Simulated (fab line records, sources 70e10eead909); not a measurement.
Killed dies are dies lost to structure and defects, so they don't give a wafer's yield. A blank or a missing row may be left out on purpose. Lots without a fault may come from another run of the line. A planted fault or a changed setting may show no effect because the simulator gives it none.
fab line records | flow nand_harc
record lots=6 wafers=18 last_day=33
route steps=1302 shown A_SGD_CUT@903 END@1302
lots that met no fault: from a run of the same line without faults
start_h: hours from the record's first day to the start of the lot's first wafer shown | wait_h: hours since the lot's step before | " the same as in the row above | L1.1+2: a row that stands for several wafers | - no value, or no start given | * or withheld: withheld | < > ~ a bound
route shown NAME@n: a module of which the file shows steps, and the number in the route of the first | usual: mean/standard deviation of fault-free wafers | same: alike in all rows | chamber/n: place in a boat | sites: the reading at each site | _std_site: their standard deviation | _edge_site: outer sites' mean less inner sites' | radius_mm: how far each site lies from the wafer's centre | mask NAME#n: copy n | behind: the tool/chamber that last shaped the wafer | hold: why the lot was held/for how many hours/how that ended | device: the transistor (n, p or np) that didn't switch | end of line: the same wafers' tests at the end of the route | a step without rows: its recipe alone | killed: dies lost to structure and defects at the first sort, not the wafer's yield | map: a wafer's dies, x killed, . not, _ none there
set.NAME: the setting as run; set.NAME@STEP: as run at that earlier step | model.NAME: the simulator's own value behind a step, which no gauge read
lots at some steps of the route; a table a step, a row a wafer
services: from which hour (start_h, from the record's first day; less than 0 if before it) a tool's chamber was out of use, for how many hours, and why
## steps
# step NHARC_A_SGD_CUT_INSPECT_11
# usual raw_defect_count=50/25
# columns lot.wafer tool chamber start_h wait_h raw_defect_count
L132.1 defect_inspect-02 - 448.54 0.0 10
L132.2 " - " " 12
L132.5 " - " " 10
L138.1 defect_inspect-01 - 508.68 0.0 20
L138.2 " - " " 24
L138.4 " - " " 22
L140.1 defect_inspect-02 - 527.58 0.0 86
L140.5 " - " " 68
L140.6 " - " " 69
L142.3 defect_inspect-02 - 546.11 0.0 35
L142.4 " - " " 30
L142.5 " - " " 40
L150.1 defect_inspect-02 - 630.50 0.1 63
L150.2 " - " " 62
L150.6 " - " " 56
L151.3 defect_inspect-02 - 651.67 0.0 46
L151.4 " - " " 56
L151.6 " - " " 59
# step NHARC_A_SGD_CUT_DESCUM_14
# recipe time_s=3 o2_flow_sccm=200 ar_flow_sccm=0 bias_power_w=0 chemistry=O2
# usual chamber_pressure_mTorr=60.00/0.059 drypump_motor_current_A=5.8/0.46 oes_product_au=1.001/0.0097 rf_vpp_V=57.9/0.92 showerhead_plenum_p_Torr=1.96/0.068 throttle_valve_pct=11.312/0.009
# columns lot.wafer tool chamber start_h wait_h chamber_pressure_mTorr drypump_motor_current_A oes_product_au rf_hours_counter_h rf_vpp_V showerhead_plenum_p_Torr throttle_valve_pct
L132.1 rie_diel-05 0 448.61 0.1 59.89 5.4 1.006 1 56.9 1.88 11.306
L132.2 " 1 " " 60.01 6.3 0.997 2 59.6 1.95 11.319
L132.5 " 0 " " 59.95 5.4 0.992 - 57.4 1.88 11.306
L138.1 rie_diel-04 0 508.74 0.1 59.90 5.1 1.008 9 58.1 2.03 11.313
L138.2 " 1 " " 59.99 6.2 1.001 9 59.1 2.01 11.327
L138.4 " 0 " " 60.03 5.1 0.997 - 59.4 2.03 11.315
L140.1 rie_diel-05 0 527.67 0.1 59.93 5.4 0.994 6 55.8 1.88 11.302
L140.5 " 1 " " 59.89 6.3 1.005 - 58.0 1.95 11.315
L140.6 " 2 " " 59.96 5.5 0.986 - 60.0 1.98 11.311
L142.4 rie_diel-06 1 546.17 0.1 60.01 5.7 0.984 7 58.1 2.02 11.322
L142.3 " 2 " " 59.93 6.1 0.994 6 58.9 2.01 11.308
L142.5 " 1 " " 59.97 5.7 0.986 - 56.7 2.02 11.289
L150.1 rie_diel-05 3 630.56 0.1 60.05 5.3 0.998 1 57.4 1.86 11.312
L150.2 " 2 " " 60.07 5.5 0.993 1 59.3 1.98 11.299
L150.6 " 0 " " 60.02 5.4 0.998 - 55.9 1.87 11.304
L151.3 rie_diel-06 2 651.74 0.1 59.92 6.1 1.004 14 57.3 2.01 11.319
L151.6 " 1 " " 59.97 5.8 1.005 - 57.2 2.01 11.319
L151.4 " 2 " " 60.00 6.1 1.011 - 58.1 2.01 11.297
# step NHARC_A_SGD_CUT_ETCH_58
# recipe target_depth_a=390 over_etch_frac=0.3 time_s=65 ion_energy_ev=80 cf4_flow_sccm=150 ar_flow_sccm=0 rf_w=300 bias_w=100 chemistry=CF4
# usual bias_w=99.97/0.29 chamber_pressure_mTorr=50.00/0.054 drypump_motor_current_A=5.8/0.47 oes_product_au=1.000/0.0097 rf_vpp_V=151.7/1.1 showerhead_plenum_p_Torr=1.81/0.06 throttle_valve_pct=13.284/0.0082
# columns lot.wafer tool chamber start_h wait_h bias_w chamber_pressure_mTorr drypump_motor_current_A oes_product_au rf_hours_counter_h rf_vpp_V showerhead_plenum_p_Torr throttle_valve_pct
L132.1 rie_diel-05 1 448.70 0.1 100.23 49.97 6.3 0.991 2 152.9 1.80 13.281
L132.2 " 3 " " 99.71 50.00 5.3 0.979 1 150.5 1.73 13.275
L132.5 " 0 " " 100.15 50.02 5.4 1.004 - 150.6 1.74 13.297
L138.2 rie_diel-04 0 508.88 0.1 100.04 49.97 5.1 1.002 9 153.1 1.87 13.297
L138.1 " 1 " " 99.73 49.98 6.2 1.000 9 150.8 1.85 13.298
L138.4 " 1 " " 99.78 50.04 6.2 0.992 - 151.7 1.85 13.276
L140.1 rie_diel-05 0 527.73 0.1 99.82 50.01 5.5 1.012 6 151.9 1.74 13.271
L140.6 " 0 " " 99.98 49.97 5.5 1.003 - 150.2 1.74 13.280
L140.5 " 1 " " 100.18 50.00 6.3 1.001 - 150.3 1.80 13.275
L142.3 rie_diel-06 2 546.25 0.1 99.76 50.08 6.2 1.010 6 152.5 1.85 13.277
L142.4 " 0 " " 100.20 49.98 6.5 1.000 6 149.7 1.70 13.285
L142.5 " 2 " " 99.80 50.01 6.2 1.009 - 152.6 1.85 13.271
L150.1 rie_diel-05 2 630.65 0.1 99.78 50.08 5.4 0.996 1 151.9 1.82 13.281
L150.2 " 1 " " 99.99 50.00 6.3 1.000 1 150.6 1.80 13.296
L150.6 " 2 " " 99.65 50.00 5.4 0.990 - 151.7 1.82 13.287
L151.3 rie_diel-06 1 651.85 0.1 100.22 49.99 5.7 0.994 15 153.0 1.86 13.284
L151.6 " 0 " " 100.68 50.00 6.5 1.014 - 151.1 1.70 13.283
L151.4 " 1 " " 100.00 50.03 5.7 1.002 - 151.7 1.86 13.276
# step NHARC_A_SGD_CUT_ETCH_59
# recipe target_depth_a=2600 over_etch_frac=0.25 time_s=406.25 ion_energy_ev=200 n2_flow_sccm=150 h2_flow_sccm=150 ar_flow_sccm=0 rf_w=400 bias_w=150 chemistry=N2/H2
# usual bias_w=150.0/0.43 chamber_pressure_mTorr=30.001/0.028 drypump_motor_current_A=5.8/0.45 oes_product_au=0.999/0.0085 rf_vpp_V=431.8/2.3 showerhead_plenum_p_Torr=2.09/0.075 throttle_valve_pct=14.171/0.0097
# columns lot.wafer tool chamber start_h wait_h bias_w chamber_pressure_mTorr drypump_motor_current_A oes_product_au rf_hours_counter_h rf_vpp_V showerhead_plenum_p_Torr throttle_valve_pct
L132.2 rie_diel-05 3 - - 150.5 30.037 5.3 0.987 1 429.4 1.99 14.173
L132.1 " 1 " " 149.9 30.014 6.3 1.000 2 432.0 2.08 14.162
L132.5 " 3 " " 150.1 30.031 5.4 0.995 - 428.4 1.99 14.186
L138.1 rie_diel-04 1 509.01 0.1 150.7 30.032 6.2 0.995 9 432.8 2.14 14.171
L138.2 " 0 " " 149.4 29.961 5.1 1.007 9 434.8 2.17 14.176
L138.4 " 1 " " 150.7 29.998 6.2 0.978 - 433.6 2.14 14.176
L140.1 rie_diel-05 0 - - 149.3 29.929 5.5 0.999 6 427.9 2.00 14.165
L140.6 " 3 " " 149.8 30.002 5.3 0.995 - 430.0 1.98 14.183
L140.5 " 0 " " 149.7 30.001 5.4 0.992 - 428.2 2.00 14.177
L142.4 rie_diel-06 0 - - 150.5 29.966 6.5 1.009 6 426.8 1.95 14.173
L142.3 " 2 " " 150.3 30.043 6.2 1.009 6 435.0 2.15 14.173
L142.5 " 1 " " 149.3 30.027 5.7 1.005 - 434.2 2.15 14.179
L150.2 rie_diel-05 1 - - 150.1 29.985 6.3 1.004 1 430.9 2.07 14.175
L150.1 " 2 " " 149.8 29.987 5.4 0.992 1 432.8 2.11 14.167
L150.6 " 1 " " 150.4 30.014 6.3 0.992 - 430.5 2.07 14.170
L151.3 rie_diel-06 2 - - 149.9 30.041 6.2 1.017 15 433.0 2.14 14.167
L151.6 " 1 " " 149.8 29.995 5.7 0.997 - 431.5 2.15 14.157
L151.4 " 0 " " 150.5 29.998 6.5 1.004 - 426.5 1.95 14.169
# step NHARC_A_SGD_CUT_ETCH_15
# recipe target_depth_a=750 time_s=64.3 ch3f_flow_sccm=50 o2_flow_sccm=30 ar_flow_sccm=200 rf_w=500 bias_w=100 chemistry=CH3F/O2
# usual bias_w=99.96/0.28 chamber_pressure_mTorr=24.999/0.025 drypump_motor_current_A=5.8/0.45 oes_product_au=0.961/0.019 rf_vpp_V=264.7/1.5 showerhead_plenum_p_Torr=2.51/0.086 throttle_valve_pct=20.662/0.0084
# columns lot.wafer tool chamber start_h wait_h bias_w chamber_pressure_mTorr drypump_motor_current_A oes_product_au rf_hours_counter_h rf_vpp_V showerhead_plenum_p_Torr throttle_valve_pct
L132.2 rie_diel-05 3 - - 100.09 25.002 5.4 0.959 1 262.8 2.40 20.647
L132.1 " 0 " " 99.76 24.990 5.5 0.959 2 262.1 2.41 20.653
L132.5 " 3 " " 99.87 24.981 5.4 0.951 - 263.1 2.40 20.664
L138.2 rie_diel-04 0 509.49 0.4 99.66 24.947 5.1 0.961 9 267.0 2.61 20.663
L138.1 " 1 " " 100.06 24.998 6.2 0.956 9 264.8 2.57 20.664
L138.4 " 1 " " 99.42 25.033 6.2 0.959 - 266.2 2.57 20.661
L140.1 rie_diel-05 3 - - 99.93 25.045 5.3 0.970 5 263.1 2.40 20.672
L140.5 " 2 " " 99.74 24.987 5.5 0.954 - 264.2 2.54 20.659
L140.6 " 3 " " 99.80 25.028 5.3 0.961 - 261.6 2.40 20.679
L142.4 rie_diel-06 2 - - 100.75 25.009 6.1 0.962 6 266.7 2.58 20.663
L142.3 " 3 " " 100.20 24.961 5.3 0.967 5 264.5 2.58 20.658
L142.5 " 0 " " 100.12 24.995 6.5 0.970 - 262.8 2.36 20.657
L150.2 rie_diel-05 0 - - 100.21 25.015 5.5 0.965 1 262.1 2.41 20.674
L150.1 " 3 " " 99.71 25.004 5.4 0.954 1 262.5 2.39 20.652
L150.6 " 1 " " 100.43 25.000 6.3 0.974 - 264.7 2.50 20.652
L151.3 rie_diel-06 2 - - 100.15 24.969 6.2 0.974 15 265.2 2.57 20.657
L151.6 " 1 " " 99.30 25.000 5.8 0.954 - 266.8 2.58 20.659
L151.4 " 2 " " 100.32 25.009 6.2 0.970 - 266.1 2.57 20.660
# step NHARC_A_SGD_CUT_ETCH_16
# recipe target_depth_a=3105 time_s=155.2 c4f8_flow_sccm=withheld o2_flow_sccm=8 ar_flow_sccm=withheld rf_w=600 bias_w=800 chemistry=C4F8/O2/Ar
# usual bias_w=800.2/2.3 chamber_pressure_mTorr=25.000/0.023 oes_product_au=0.971/0.016 rf_vpp_V=725/3.5
# columns lot.wafer tool chamber start_h wait_h bias_w chamber_pressure_mTorr oes_product_au rf_hours_counter_h rf_vpp_V
L132.1 rie_diel-05 2 - - 801.5 24.983 0.986 2 727
L132.2 " 3 " " 797.9 24.977 0.975 2 721
L132.5 " 1 " " 799.6 25.003 0.979 - 724
L138.2 rie_diel-04 1 509.62 0.1 803.1 25.012 0.977 9 727
L138.1 " 0 " " 800.5 24.988 0.979 9 728
L138.4 " 0 " " 801.4 25.009 0.981 - 728
L140.1 rie_diel-05 3 - - 800.2 24.991 0.962 5 721
L140.6 " 3 " " 800.2 25.003 0.959 - 720
L140.5 " 0 " " 800.1 25.001 0.973 - 722
L142.4 rie_diel-06 0 - - 797.6 24.997 0.966 6 719
L142.3 " 1 " " 801.6 24.991 0.954 7 729
L142.5 " 3 " " 801.6 24.980 0.971 - 728
L150.2 rie_diel-05 1 - - 796.4 24.961 0.981 1 725
L150.1 " 3 " " 800.0 24.990 0.972 1 720
L150.6 " 1 " " 797.7 24.956 0.984 - 725
L151.3 rie_diel-06 2 - - 798.5 25.027 0.987 15 726
L151.4 " 0 " " 803.3 24.993 0.984 16 720
L151.6 " 3 " " 800.8 25.015 1.017 - 729
# step NHARC_A_SGD_CUT_STRIP_60
# recipe c4f8_flow_sccm=withheld o2_flow_sccm=8 ar_flow_sccm=withheld bias_w=0 chemistry=C4F8/O2/Ar
# step NHARC_A_SGD_CUT_STRIP_17
# recipe o2_flow_sccm=500 ar_flow_sccm=0 bias_w=0 chemistry=O2
# step NHARC_A_SGD_CUT_PRECLEAN_18
# recipe time_s=* temp_c=50 bath_age_min=0 chemistry=SC1
# step NHARC_A_SGD_CUT_SRD_19
# step NHARC_A_SGD_CUT_DEP_20
# recipe target_thk_a=1500 temp_c=65 material=SiO2
# step NHARC_A_SGD_CUT_ANNEAL_27
# recipe temp_c=450 time_s=1800
# step NHARC_A_SGD_CUT_CMP_21
# recipe target_thk_nm=148.19
# usual motor_current_A=11.9/0.81 slurry_filter_dp_kPa=13.51/0.14 time_to_endpoint_s=49.7/2.9
# columns lot.wafer tool chamber start_h wait_h motor_current_A slurry_filter_dp_kPa time_to_endpoint_s
L132.1 cmp-01 3 455.68 0.4 13.4 13.64 49.7
L132.2 " 1 " " 10.9 13.47 53.2
L132.5 " 2 " " 12.7 13.33 54.3
L138.2 cmp-03 0 515.14 0.4 11.6 13.59 49.2
L138.4 " 1 " " 12.7 13.54 50.5
L138.1 " 2 " " 12.0 13.60 49.8
L140.1 cmp-03 1 533.26 0.4 13.0 13.62 50.2
L140.6 " 1 " " 13.4 13.64 30.7
L140.5 " 2 " " 12.2 13.75 47.6
L142.3 cmp-03 0 552.83 0.4 11.4 13.54 29.4
L142.4 " 3 " " 11.2 13.50 46.9
L142.5 " 0 " " 10.7 13.58 50.4
L150.1 cmp-01 0 638.41 0.4 10.0 13.56 50.3
L150.2 " 1 " " 11.0 13.84 50.8
L150.6 " 3 " " 13.4 13.52 43.2
L151.3 cmp-01 3 661.17 0.4 13.2 13.37 43.3
L151.4 " 2 " " 12.2 13.47 46.7
L151.6 " 0 " " 11.7 13.41 54.6
# step NHARC_A_SGD_CUT_THK_MEAS_22
# recipe thk_meas_gauge=ellipsometry
# usual thk_nm=147.9/1.4
# columns lot.wafer tool chamber start_h wait_h thk_nm
L132.1 film_metro-01 - 455.91 0.2 147.9
L132.2 " - " " 149.4
L132.5 " - " " 146.2
L138.1 film_metro-02 - 515.37 0.2 145.0
L138.2 " - " " 147.3
L138.4 " - " " 147.2
L140.1 film_metro-02 - 533.51 0.2 147.7
L140.5 " - " " 146.9
L140.6 " - " " 147.8
L142.3 film_metro-01 - 553.08 0.2 148.8
L142.4 " - " " 147.2
L142.5 " - " " 151.3
L150.1 film_metro-02 - 638.62 0.2 147.9
L150.2 " - " " 148.1
L150.6 " - " " 146.2
L151.3 film_metro-01 - 661.43 0.2 145.8
L151.4 " - " " 146.4
L151.6 " - " " 148.0
# step NHARC_END_SORT_01
# recipe temp_c=25
# usual killed_at_array=52/18 killed_at_other=1.2/1.5 killed_at_periphery=4/3.2 killed_dies=57/17 killed_open=3.1/1.9 killed_short=2.5/1.7
# same gross_dies=677
# columns lot.wafer tool chamber start_h wait_h killed_at_array killed_at_other killed_at_periphery killed_dies killed_open killed_short
L132.1 prober-02 0 578.64 2.5 40 0 4 44 3 2
L132.2 prober-02 0 579.44 2.8 47 0 5 52 4 7
L132.5 prober-02 0 581.82 3.7 34 0 0 34 5 3
L138.1 prober-02 0 633.19 2.5 55 0 6 61 1 6
L138.2 prober-02 0 634.00 2.8 57 1 9 67 5 2
L138.4 prober-02 0 635.62 3.4 40 0 11 51 3 2
L142.4 prober-01 0 675.07 3.5 39 0 8 47 3 3
# killed by level:class
L132.1 A_SLIT:chamber_film_flake=24 A_CHANNEL_HOLE_D2:chamber_film_flake=6 A_WL_FILL:chamber_film_flake=4 P_GATE:chamber_film_flake=3 P_GATE:geometric_particle:open=1 A_ONON_D1:geometric_particle:short=1 A_CHANNEL_FILL_D1:geometric_particle:short=1 A_ONON_D2:geometric_particle:open=1
L132.2 A_SLIT:chamber_film_flake=24 A_CHANNEL_HOLE_D2:chamber_film_flake=6 A_WL_FILL:geometric_particle:short=3 P_GATE:chamber_film_flake=3 A_CHANNEL_FILL_D2:chamber_film_flake=3 A_DECK1_JOINT:geometric_particle:short=1 A_DECK1_JOINT:geometric_particle:open=1 A_ONON_D2:geometric_particle:open=1
L132.5 A_SLIT:chamber_film_flake=13 A_CHANNEL_HOLE_D2:chamber_film_flake=5 A_CONTACT:chamber_film_flake=4 A_WL_FILL:chamber_film_flake=3 A_ONON_D2:geometric_particle:open=2 A_ONON_D1:geometric_particle:open=1 A_ONON_D2:geometric_particle:short=1 A_SGD_CUT:geometric_particle:short=1
L138.1 A_SLIT:chamber_film_flake=27 A_CHANNEL_HOLE_D2:chamber_film_flake=8 A_WL_FILL:chamber_film_flake=4 P_BONDPAD:chamber_film_flake=3 A_CHANNEL_HOLE_D1:chamber_film_flake=3 A_CHANNEL_FILL_D1:geometric_particle:short=2 A_STAIRCASE:chamber_film_flake=2 A_M0:chamber_film_flake=2
L138.2 A_SLIT:chamber_film_flake=29 A_CHANNEL_HOLE_D2:chamber_film_flake=9 P_BONDPAD:chamber_film_flake=5 A_CONTACT:chamber_film_flake=4 A_WL_FILL:chamber_film_flake=4 A_CHANNEL_HOLE_D1:chamber_film_flake=3 A_CHANNEL_FILL_D1:geometric_particle:open=2 P_M1:chamber_film_flake=2
L138.4 A_SLIT:chamber_film_flake=24 A_CHANNEL_HOLE_D2:chamber_film_flake=6 P_BONDPAD:chamber_film_flake=5 P_M1:chamber_film_flake=3 A_CHANNEL_HOLE_D1:chamber_film_flake=2 A_M0:chamber_film_flake=2 P_CONTACT:geometric_particle:open=1 P_M0:geometric_particle:open=1
L142.4 A_CHANNEL_HOLE_D2:chamber_film_flake=13 A_CHANNEL_HOLE_D1:chamber_film_flake=6 P_M2:chamber_film_flake=5 A_SLIT:chamber_film_flake=5 A_CONTACT:chamber_film_flake=4 A_STAIRCASE:chamber_film_flake=3 A_WL_FILL:chamber_film_flake=3 P_CONTACT:geometric_particle:open=1
## services
# columns tool chamber start_h hours kind
cmp-03 - 431.83 1.8 repair
cmp-03 - 456.12 4.0 pm
rie_diel-04 - 470.88 1.2 repair
cmp-01 - 479.50 4.0 pm
rie_diel-06 - 484.23 9.0 pm
cmp-01 - 498.05 0.9 repair
rie_diel-06 1 498.65 4.1 repair
rie_diel-04 2 499.89 12.8 repair
rie_diel-04 3 500.92 15.8 repair
rie_diel-04 - 501.60 0.7 repair
cmp-03 - 522.90 6.1 repair
cmp-03 - 529.57 0.8 repair
rie_diel-04 - 531.90 9.0 pm
rie_diel-05 1 545.71 4.2 repair
cmp-01 - 550.88 32.5 repair
rie_diel-05 1 552.08 10.0 repair
rie_diel-05 0 572.87 14.0 repair
rie_diel-05 - 583.60 9.0 pm
rie_diel-04 1 584.49 7.1 repair
rie_diel-04 0 603.18 10.1 repair
rie_diel-05 2 617.42 7.7 repair
rie_diel-06 3 648.63 3.7 repair
rie_diel-05 0 656.66 4.6 repair
rie_diel-06 - 661.23 9.0 pm
## key
first_sign step=NHARC_A_SGD_CUT_CMP_21 reading=time_to_endpoint_s direction=down sigmas=6.8 usual=* struck=*
effect none on later readings
met_at NHARC_A_SGD_CUT_CMP_21
struck_wafers L140.6,L142.3
tester_left_out L140,L142
onset_between 515.14 533.26
fault kind=process_parameter_drift tool=cmp-03 chamber=- onset_h=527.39 steps=NHARC_A_SGD_CUT_CMP_21 channel=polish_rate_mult offset=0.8 shape=step end_h=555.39 scope=struck_wafers_only
# tester_left_out: of these lots the tester's yield and bins aren't shown, on N5 and GAA mostly nor the transistor test; their killed dies are dies lost to structure and defects alone, not to doping, threshold or leakage, so they don't give the yield
